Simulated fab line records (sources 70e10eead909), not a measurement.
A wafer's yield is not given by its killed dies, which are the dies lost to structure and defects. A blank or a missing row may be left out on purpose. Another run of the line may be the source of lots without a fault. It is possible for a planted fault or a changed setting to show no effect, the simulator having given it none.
fab line records	flow nand-harc
[record] lots = 5	wafers = 15	last-day = 30
route steps=1302 shown P_CONTACT@217 END@1302
lots untouched by any fault: they come from a run of this same line in which no faults occurred
start-h: hours from the record's opening day to when the first of the lot's shown wafers began	wait-h: how many hours have passed since the lot's step before this one	" same as the row above	L1.1+2: a single row standing in for several wafers	- no value, or no start was given	* or withheld: withheld	< > ~ a bound
route shown NAME@n: names a module that has steps shown in the file, with the first one's number in the route	usual: mean/standard deviation of fault-free wafers	same: alike in all rows	chamber/n: place in a boat	sites: the reading at each site	_std_site: how widely they spread, as a standard deviation	_edge_site: mean of outer sites minus mean of inner sites	radius-mm: for every site, how far away it sits from the centre of the wafer	mask NAME#n: copy n	behind: tool/chamber where the wafer was last shaped	hold: reason for holding the lot/hours on hold/outcome of the hold	device: the n, p or np transistor that did not switch	end of line: the tests these same wafers got at the end of their route	a step without rows: its recipe alone	killed: the dies lost at the first sort to structure and to defects; this is not the yield of the wafer	map: shows each die of a wafer: x if killed, . if not, _ if none is there
set.NAME: setting as actually run; set.NAME@STEP: the setting as run at that earlier step	model.NAME: the simulator's own value behind a step, which no gauge read
lots at some steps of the route; a table a step, a row a wafer
services: from which hour (start-h, from the record's first day; less than 0 if before it) a tool's chamber was out of use, for how many hours, and why
[[steps]]
[step NHARC_P_CONTACT_DEP_30]
[recipe] target-thk-a = 300	temp-c = 400	target-thk-nm = 30	flow-sccm = 200	rf-w = 450	material = SiNx
[step NHARC_P_CONTACT_DEP_00]
[recipe] target-thk-a = 5000	temp-c = 400	pressure-torr = 6.5	rf-w = 900	teos-flow-sccm = 161.4	flow-sccm = 2650	target-thk-nm = 500	gas = O2	material = SiO2
[step NHARC_P_CONTACT_CMP_01]
[recipe] target-thk-nm = 200	material = SiO2
[step NHARC_P_CONTACT_SRD_03]
[step NHARC_P_CONTACT_DEHYDRATE_04]
[recipe] temp-c = 150	time-s = 120
[step NHARC_P_CONTACT_HMDS_05]
[recipe] time-s = 30
[step NHARC_P_CONTACT_COAT_33]
[recipe] temp-c = 260	time-s = 75
[step NHARC_P_CONTACT_COAT_34]
[recipe] temp-c = 225	time-s = 65
[step NHARC_P_CONTACT_COAT_06]
[recipe] spin-rpm = 1500	resist-thk-nm = 90
[step NHARC_P_CONTACT_SOFTBAKE_07]
[recipe] temp-c = 105	time-s = 55
[step NHARC_P_CONTACT_EBR_08]
[step NHARC_P_CONTACT_EXPOSE_09]
[recipe] na = 1.35	target-cd-nm = 90	dose-mj = 81.26	mask-id = P_CA
[usual] exposure-dose-mJ-cm2 = 81.26/0.078	stage-vel-mm-s = 500.02/0.23
lot.wafer	tool	chamber	start-h	wait-h	mask	exposure-dose-mJ-cm2	stage-vel-mm-s
L764.1	arfi-scanner-03	0	160.19	-	P_CA#0	81.30	499.93
L764.4	"	0	"	"	P_CA#0	81.14	499.90
L764.5	"	0	"	"	P_CA#0	81.11	500.03
L768.1	arfi-scanner-03	0	194.30	-	P_CA#0	58.29	499.86
L768.5	"	0	"	"	P_CA#0	58.39	499.51
L768.6	"	0	"	"	P_CA#0	58.32	500.02
L771.2	arfi-scanner-03	0	227.90	-	P_CA#0	62.90	500.16
L771.4	"	0	"	"	P_CA#0	62.91	500.60
L771.5	"	0	"	"	P_CA#0	62.79	500.17
L773.1	arfi-scanner-03	0	251.09	-	P_CA#0	66.50	500.79
L773.2	"	0	"	"	P_CA#0	66.46	500.05
L773.5	"	0	"	"	P_CA#0	66.45	499.94
L777.4	arfi-scanner-02	0	283.96	-	P_CA#0	81.27	500.38
L777.5	"	0	"	"	P_CA#0	81.27	499.87
L777.6	"	0	"	"	P_CA#0	81.25	499.96
[step NHARC_P_CONTACT_PEB_10]
[recipe] peb-temp-c = 100	peb-time-s = 65
[step NHARC_P_CONTACT_DEVELOP_11]
[recipe] develop-time-s = 35	dev-temp-c = 23
[step NHARC_P_CONTACT_CD_MEAS_12]
[recipe] target-cd-nm = 90	landing-energy-ev = 500
[usual] cd-nm = 90.3/0.55
lot.wafer	tool	chamber	start-h	wait-h	cd-nm
L764.1	cd-sem-03	0	160.33	-	91.7
L764.4	"	0	"	"	90.8
L764.5	"	0	"	"	90.9
L768.1	cd-sem-03	0	194.44	-	69.0
L768.5	"	0	"	"	69.8
L768.6	"	0	"	"	69.2
L771.2	cd-sem-03	0	228.04	-	74.3
L771.4	"	0	"	"	75.1
L771.5	"	0	"	"	73.4
L773.1	cd-sem-01	0	251.23	-	78.4
L773.2	"	0	"	"	78.2
L773.5	"	0	"	"	78.3
L777.4	cd-sem-03	0	284.09	-	90.8
L777.5	"	0	"	"	90.5
L777.6	"	0	"	"	90.7
[step NHARC_P_CONTACT_DESCUM_17]
[recipe] time-s = 3	o2-flow-sccm = 200	ar-flow-sccm = 0	bias-power-w = 0	chemistry = O2
[usual] drypump-motor-current-A = 5.5/0.4	o2-flow-sccm = 200.0/0.57	oes-product-au = 1.000/0.0099	rf-vpp-V = 58.0/0.92	showerhead-plenum-p-Torr = 1.94/0.094	throttle-valve-pct = 11.312/0.0089
lot.wafer	tool	chamber	start-h	wait-h	drypump-motor-current-A	o2-flow-sccm	oes-product-au	rf-hours-counter-h	rf-vpp-V	showerhead-plenum-p-Torr	throttle-valve-pct	model.P_CONTACT.cd-nm
L764.1	rie-diel-12	1	160.52	0.1	4.7	201.0	0.988	4.2	57.3	1.95	11.326	91.71
L764.4	"	2	"	"	5.7	199.3	0.992	3.2	57.1	2.03	11.318	91.25
L764.5	"	1	"	"	4.7	199.7	1.000	-	57.7	1.95	11.315	90.88
L768.1	rie-diel-12	3	194.63	0.1	5.2	200.3	1.001	5.1	58.3	1.90	11.310	68.65
L768.6	"	3	"	"	5.1	199.6	1.006	-	58.3	1.90	11.309	68.29
L768.5	"	0	"	"	5.6	200.5	0.985	-	58.1	2.01	11.320	69.71
L771.2	rie-diel-09	0	228.24	0.1	5.9	200.2	1.007	1.8	56.4	1.82	11.298	73.86
L771.4	"	1	"	"	6.2	201.0	1.002	1.6	58.8	1.94	11.300	75.31
L771.5	"	2	"	"	6.2	199.9	0.992	-	57.6	1.85	11.305	73.18
L773.1	rie-diel-12	2	251.42	0.1	5.7	199.4	0.989	7.3	59.0	2.03	11.316	77.99
L773.2	"	3	"	"	5.1	199.2	1.001	8.2	57.9	1.90	11.304	76.8
L773.5	"	2	"	"	5.7	199.5	0.988	-	58.4	2.03	11.316	78.35
L777.4	rie-diel-13	3	284.27	0.1	5.8	199.6	0.985	3.0	57.7	2.05	11.331	90.38
L777.5	"	3	"	"	5.8	200.0	0.978	-	58.0	2.05	11.293	90.59
L777.6	"	0	"	"	5.1	200.6	1.004	-	59.3	1.93	11.301	91.08
[step NHARC_P_CONTACT_ETCH_35]
[recipe] target-depth-a = 390	over-etch-frac = 0.3	time-s = 65	ion-energy-ev = 80	cf4-flow-sccm = 150	ar-flow-sccm = 0	rf-w = 300	bias-w = 100	chemistry = CF4
[step NHARC_P_CONTACT_ETCH_36]
[recipe] target-depth-a = 2600	over-etch-frac = 0.25	time-s = 406.25	ion-energy-ev = 200	n2-flow-sccm = 150	h2-flow-sccm = 150	ar-flow-sccm = 0	rf-w = 400	bias-w = 150	chemistry = N2/H2
[step NHARC_P_CONTACT_ETCH_18]
[recipe] target-depth-a = 4810	time-s = 240.5	c4f8-flow-sccm = 20	o2-flow-sccm = 10	ar-flow-sccm = withheld	rf-w = 600	bias-w = 1500	chemistry = C4F8/O2/Ar
[step NHARC_P_CONTACT_STRIP_37]
[recipe] c4f8-flow-sccm = withheld	o2-flow-sccm = 8	ar-flow-sccm = withheld	bias-w = 0	chemistry = C4F8/O2/Ar
[step NHARC_P_CONTACT_ETCH_31]
[recipe] target-depth-a = 300	time-s = 85.7	ion-energy-ev = 120	over-etch-frac = 1	ch3f-flow-sccm = 50	o2-flow-sccm = 30	ar-flow-sccm = 200	rf-w = 500	bias-w = 100	chemistry = CH3F/O2
[usual] drypump-motor-current-A = 5.5/0.4	o2-flow-sccm = 30.01/0.096	oes-product-au = 0.976/0.013	rf-vpp-V = 244.8/1.9	showerhead-plenum-p-Torr = 2.49/0.12	throttle-valve-pct = 20.663/0.0095
lot.wafer	tool	chamber	start-h	wait-h	drypump-motor-current-A	o2-flow-sccm	oes-product-au	rf-hours-counter-h	rf-vpp-V	showerhead-plenum-p-Torr	throttle-valve-pct	model.P_CONTACT.cd-nm
L764.4	rie-diel-12	3	-	-	5.1	29.97	1.002	3.7	245.1	2.44	20.662	90.33
L764.1	"	1	"	"	4.7	30.06	0.982	4.5	244.6	2.51	20.673	92.91
L764.5	"	2	"	"	5.7	30.08	0.987	-	245.4	2.61	20.666	89.95
L768.1	rie-diel-12	1	-	-	4.7	30.00	0.980	6.0	245.2	2.51	20.668	67.73
L768.5	"	0	"	"	5.7	29.91	0.965	-	245.6	2.58	20.663	68.86
L768.6	"	1	"	"	4.7	29.99	0.979	-	243.3	2.51	20.661	67.5
L771.2	rie-diel-09	0	-	-	5.9	30.01	0.989	2.1	244.7	2.35	20.666	72.95
L771.4	"	2	"	"	6.1	30.07	0.953	2.1	242.9	2.38	20.650	74.08
L771.5	"	0	"	"	5.9	29.91	0.981	-	243.1	2.35	20.663	72.66
L773.2	rie-diel-12	0	-	-	5.7	30.05	0.970	8.6	246.0	2.58	20.666	76.96
L773.1	"	2	"	"	5.7	30.02	0.975	7.7	246.1	2.61	20.659	78.95
L773.5	"	1	"	"	4.7	30.09	0.972	-	245.0	2.51	20.671	78.67
L777.4	rie-diel-13	1	-	-	5.4	30.10	0.980	3.0	245.9	2.65	20.655	90.9
L777.6	"	3	"	"	5.8	29.90	0.992	-	247.2	2.63	20.673	89.1
L777.5	"	0	"	"	5.1	29.97	0.981	-	244.8	2.48	20.646	90.43
[step NHARC_P_CONTACT_CD_MEAS_19]
[usual] cd-nm = 90.5/1.4
lot.wafer	tool	chamber	start-h	wait-h	cd-nm
L764.1	cd-sem-02	-	161.39	-	93.0
L764.4	"	-	"	"	90.3
L764.5	"	-	"	"	90.1
L768.1	cd-sem-01	-	195.50	-	67.7
L768.5	"	-	"	"	68.8
L768.6	"	-	"	"	67.6
L771.2	cd-sem-03	-	229.09	-	73.1
L771.4	"	-	"	"	74.0
L771.5	"	-	"	"	72.6
L773.1	cd-sem-02	-	252.28	-	79.1
L773.2	"	-	"	"	76.8
L773.5	"	-	"	"	78.6
L777.4	cd-sem-01	-	285.15	-	90.8
L777.5	"	-	"	"	90.2
L777.6	"	-	"	"	89.0
[step NHARC_P_CONTACT_STRIP_28]
[recipe] o2-flow-sccm = 500	ar-flow-sccm = 0	bias-w = 0	chemistry = O2
[step NHARC_END_SORT_01]
[recipe] temp-c = 25
[usual] killed-at-array = 64/16	killed-at-other = 1.0/1.1	killed-at-periphery = 3.5/2.3	killed-dies = 69/17	killed-open = 3.2/1.6	killed-short = 2.4/1.6
[same] gross-dies = 677
lot.wafer	tool	chamber	start-h	wait-h	killed-at-array	killed-at-other	killed-at-periphery	killed-dies	killed-open	killed-short
L768.1	prober-01	0	664.09	2.5	63	3	576	642	5	1
L768.5	prober-01	0	667.24	3.6	54	2	594	650	5	2
L768.6	prober-01	0	668.02	3.9	54	3	593	650	4	1
L771.2	prober-01	0	675.18	2.8	51	0	472	523	6	6
L771.4	prober-01	0	676.80	3.4	51	1	340	392	5	2
L771.5	prober-01	0	677.61	3.7	49	1	477	527	4	4
L773.1	prober-02	0	699.26	2.5	73	1	51	125	3	6
L773.2	prober-02	0	700.05	2.8	65	2	114	181	1	2
L773.5	prober-02	0	702.42	3.7	78	0	44	122	2	2
L777.4	prober-01	0	713.69	3.4	91	0	0	91	3	1
L777.5	prober-01	0	714.48	3.7	94	0	4	98	3	1
L777.6	prober-01	0	715.28	4.0	88	0	3	91	3	4
// killed by level:class
L768.1 P_CONTACT:area-expose=572 A_CHANNEL_HOLE_D1:chamber-film-flake=37 A_CHANNEL_HOLE_D2:chamber-film-flake=18 THIN_TSV:chamber-film-flake=3 P_CONTACT:geometric-particle:open=2 A_ZERO_WELL:chamber-film-flake=2 P_M0:geometric-particle:open=1 A_DECK1_JOINT:geometric-particle:short=1
L768.5 P_CONTACT:area-expose=591 A_CHANNEL_HOLE_D1:chamber-film-flake=30 A_CHANNEL_HOLE_D2:chamber-film-flake=14 A_CHANNEL_FILL_D1:chamber-film-flake=3 P_CONTACT:geometric-particle:open=2 A_STAIRCASE:chamber-film-flake=2 THIN_TSV:chamber-film-flake=2 P_GATE:geometric-particle:open=1
L768.6 P_CONTACT:area-expose=591 A_CHANNEL_HOLE_D1:chamber-film-flake=32 A_CHANNEL_HOLE_D2:chamber-film-flake=13 A_CONTACT:chamber-film-flake=4 THIN_TSV:chamber-film-flake=3 P_CONTACT:geometric-particle:open=1 A_CHANNEL_HOLE_D1:geometric-particle:open=1 A_CHANNEL_FILL_D1:geometric-particle:open=1
L771.2 P_CONTACT:area-expose=469 A_SLIT:chamber-film-flake=25 A_CHANNEL_HOLE_D1:chamber-film-flake=7 A_SOURCE_PLATE:geometric-particle:short=3 A_ONON_D2:geometric-particle:open=3 A_CONTACT:chamber-film-flake=3 A_CHANNEL_FILL_D2:chamber-film-flake=2 P_CONTACT:geometric-particle:open=1
L771.4 P_CONTACT:area-expose=333 A_SLIT:chamber-film-flake=27 A_CHANNEL_HOLE_D1:chamber-film-flake=8 A_CONTACT:chamber-film-flake=5 A_WL_FILL:chamber-film-flake=4 A_ONON_D2:geometric-particle:open=3 P_GATE:chamber-film-flake=3 A_SGD_CUT:geometric-particle:short=2
L771.5 P_CONTACT:area-expose=475 A_SLIT:chamber-film-flake=29 A_CHANNEL_HOLE_D1:chamber-film-flake=7 A_CONTACT:chamber-film-flake=4 A_WL_FILL:geometric-particle:short=2 A_WL_FILL:chamber-film-flake=2 P_CONTACT:geometric-particle:open=1 A_CHANNEL_FILL_D1:geometric-particle:open=1
L773.1 P_CONTACT:area-expose=47 A_SLIT:chamber-film-flake=33 A_CHANNEL_HOLE_D1:chamber-film-flake=26 A_WL_FILL:geometric-particle:short=3 P_STI:chamber-film-flake=3 A_BLC:geometric-particle:open=2 A_CHANNEL_HOLE_D2:chamber-film-flake=2 A_STAIRCASE:chamber-film-flake=2
L773.2 P_CONTACT:area-expose=112 A_CHANNEL_HOLE_D1:chamber-film-flake=31 A_SLIT:chamber-film-flake=27 A_CONTACT:chamber-film-flake=3 A_CHANNEL_FILL_D2:geometric-particle:short=2 A_ONON_D2:geometric-particle:open=1 P_ZERO_WELL:chamber-film-flake=1 P_STI:chamber-film-flake=1
L773.5 P_CONTACT:area-expose=44 A_SLIT:chamber-film-flake=33 A_CHANNEL_HOLE_D1:chamber-film-flake=30 A_WL_FILL:chamber-film-flake=3 A_CONTACT:chamber-film-flake=3 A_CHANNEL_HOLE_D2:chamber-film-flake=2 A_ONON_D1:geometric-particle:short=1 A_ONON_D1:geometric-particle:open=1
L777.4 A_CHANNEL_HOLE_D1:chamber-film-flake=32 A_SLIT:chamber-film-flake=28 A_CONTACT:chamber-film-flake=9 A_CHANNEL_HOLE_D2:chamber-film-flake=8 A_STAIRCASE:chamber-film-flake=3 A_M0:geometric-particle:open=2 A_CHANNEL_FILL_D1:chamber-film-flake=2 A_DECK1_JOINT:chamber-film-flake=2
L777.5 A_CHANNEL_HOLE_D1:chamber-film-flake=40 A_SLIT:chamber-film-flake=31 A_CONTACT:chamber-film-flake=11 A_CHANNEL_HOLE_D2:chamber-film-flake=7 P_M2:chamber-film-flake=2 P_CONTACT:geometric-particle:open=1 P_M1:geometric-particle:short=1 A_SGD_CUT:geometric-particle:open=1
L777.6 A_CHANNEL_HOLE_D1:chamber-film-flake=32 A_SLIT:chamber-film-flake=28 A_CONTACT:chamber-film-flake=11 A_CHANNEL_HOLE_D2:chamber-film-flake=4 P_M2:chamber-film-flake=3 A_ZERO_WELL:chamber-film-flake=3 A_ONON_D1:geometric-particle:short=1 A_ONON_D1:geometric-particle:open=1
// map L768.5 (x killed, . not)
____________x____________
_________xxxxxxx_________
_______.xxxxxxxxxx_______
______xxxxxxxxxx.xx______
_____xxxxxxxx.xx.xxx_____
____xxxxxxxxxxxx.xx..____
____xxxxx..xxx.xxxxx.____
___xxxxxxxxxxxxxxxxxxx___
___xxxxxxxxxxxx.xxxx.x___
__xx.xxxxxxxxxxxx.xxxxx__
__xxxxxxxxxxxxxxxxxxxx.__
_xxxxxxxxxx.xxx.xxxx.x.x_
_xxxxxxxxxxxxxxxxx.xxx.x_
_xxxxxxxxxxxxxxxxxxxxx.x_
_xxxxxxxxxxxxxxxxxxxxx.x_
_xxxxxxxxxxxxxxxxxxxxx.._
xxxxxxxxxxxxxxxxxxxxxxxxx
xxxxxxxxxxxxxxxxxxxxxxxxx
xxxxxxxxxxxxxxxxxxxxxxxx.
xxxxxxxxxxxxxxxxxxxxxxxxx
xxxxxxxxxxxxxxxxxxxxxxxxx
_xxxxxxxxxxxxxxxxxxxxxxx_
_xxxxxxxxxxxxxxxxxxxxxxx_
_xxxxxxxxxxxxxxxxxxxxxxx_
_xxxxxxxxxxxxxxxxxxxxxxx_
_xxxxxxxxxxxxxxxxxxxxxxx_
__xxxxxxxxxxxxxxxxxxxxx__
__xxxxxxxxxxxxxxxxxxxxx__
___xxxxxxxxxxxxxxxxxxx___
___xxxxxxxxxxxxxxxxxxx___
____xxxxxxxxxxxxxxxxx____
____xxxxxxxxxxxxxxxxx____
_____xxxxxxxxxxxxxxx_____
______xxxxxxxxxxxxx______
_______xxxxxxxxxxx_______
_________xxxxxxx_________
____________x____________
// map L771.5 (x killed, . not)
____________.____________
_________.....x._________
_______.x.x....x.._______
______......xxx....______
_____xxx.x....x.x..._____
____....xxx.x....xxx.____
____x.xx.xx...x.....x____
___xxxxxxx.xx..xx..xxx___
___xxx.x..xxx.xx..x.xx___
__xxxxxxxxx.xx.x.xxxxxx__
__x.x.xx.xxxxx..xxx.xxx__
_xx..xxxxx.xxx.xxxx.xxx._
_xxxx.xx.xxx.xx....xx.x._
_xxxx.xxxxxxxxx.xx..xxx._
_xxxxxxxxxxxxx.xxxxxxx.x_
_xxxxxxxxxxxx...xxxx.xxx_
..xxxxxxxxxxxxx.xx.xxxx..
xxxxxxxxxxxxxxxxx.xx.x.x.
xxxxxxxxxxxx.x.xxxx.xx...
xxxxxxxxxxxxxxxxxxxxx.x..
xxxxxxxxxxxxx..xxxx...x..
_xxxxxx.xxxxxxxxx.xxxxx._
_xxxxxxxxxxxxxxxxxxx..xx_
_xxxxxxxxxxxxxxxxxxxx.x._
_xxxxxxx.xxxxxxxxxxxxxx._
_xxxxxxxxxxxxxxxx.xxxx.._
__xxxxxxxxxxxxxxxxxx.xx__
__xxxxxxxxxxxxxxxx.xxx.__
___xxxxxxxxxxxx.xxxxxx___
___xxxxxxxxxxxxxxxxx..___
____xxxxxxxx.xxxxxx.x____
____xxxxxxxxxxxx.xxxx____
_____xxxxxxxxxxxxxxx_____
______xxxxxxxxxxx.x______
_______xxxxxxxxxxx_______
_________xxxxx.x_________
____________x____________
[[services]]
tool	chamber	start-h	hours	kind
rie-diel-12	2	138.24	9.5	repair
arfi-scanner-02	-	140.00	4.0	pm
rie-diel-09	-	143.13	9.0	pm
arfi-scanner-02	-	144.16	11.0	repair
rie-diel-12	0	149.40	-	clean
rie-diel-12	1	149.40	-	clean
rie-diel-12	2	149.40	-	clean
rie-diel-12	3	149.40	-	clean
arfi-scanner-02	-	164.75	1.3	repair
rie-diel-13	-	165.00	9.0	pm
rie-diel-09	3	168.87	7.5	repair
rie-diel-12	0	172.67	4.4	repair
rie-diel-12	1	173.90	-	clean
rie-diel-13	0	185.63	3.0	repair
arfi-scanner-03	-	196.00	4.0	pm
rie-diel-12	0	207.20	2.0	repair
arfi-scanner-03	-	217.34	1.0	repair
rie-diel-13	-	233.71	4.9	repair
arfi-scanner-02	-	254.09	8.4	repair
rie-diel-09	2	262.99	5.5	repair
rie-diel-09	0	264.14	5.4	repair
arfi-scanner-03	-	265.05	1.2	repair
rie-diel-12	-	268.40	9.0	pm
arfi-scanner-03	-	282.58	1.9	repair
[[key]]
[first-sign] step = NHARC_P_CONTACT_EXPOSE_09	reading = exposure-dose-mJ-cm2	direction = down	sigmas = 99+	usual = 81.26	struck = 62.56
[effect] step = NHARC_P_CONTACT_CD_MEAS_12	reading = cd-nm	direction = down	sigmas = 30	usual = 90.3	struck = 74.0	through = control-loop
[effect] step = NHARC_P_CONTACT_CD_MEAS_19	reading = cd-nm	direction = down	sigmas = 13	usual = 90.5	struck = 73.1	through = control-loop
[effect] step = NHARC_END_SORT_01	reading = killed-at-periphery	direction = up	sigmas = 99+	usual = 3.5	struck = 362.3
[model-effect] step = NHARC_P_CONTACT_DESCUM_17	value = P_CONTACT.cd-nm	without = 89.86	struck = 73.57
[model-effect] step = NHARC_P_CONTACT_ETCH_31	value = P_CONTACT.cd-nm	without = 89.44	struck = 73.15
[more-kills-born-at] NHARC_P_CONTACT_EXPOSE_09@arfi-scanner-03 = 3234
met-at NHARC_P_CONTACT_EXPOSE_09
struck-wafers L768.1,L768.5,L768.6,L771.2,L771.4,L771.5,L773.1,L773.2,L773.5
later-rows-left-out L768.1,L768.5,L768.6,L771.2,L771.5
tester-left-out L768,L771,L773
[loop-trim] step = NHARC_P_CONTACT_EXPOSE_09	setting = dose	lots = L771,L773
onset-between 160.19 194.30
[fault] kind = process-parameter-drift	tool = arfi-scanner-03	chamber = -	onset-h = 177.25	steps = NHARC_P_CONTACT_EXPOSE_09	channel = dose-mj	offset = -22.966	shape = step	acts-in = these-recipes-only	stated = 81.26
// tester-left-out: of these lots the tester's yield and bins aren't shown, on N5 and GAA mostly nor the transistor test; their killed dies are dies lost to structure and defects alone, not to doping, threshold or leakage, so they don't give the yield
// later-rows-left-out: the simulator's readings of these wafers behind a module that went badly wrong aren't trusted and aren't shown, but for the sort
// loop-trim: a control loop set the setting to another value than it would have without faults
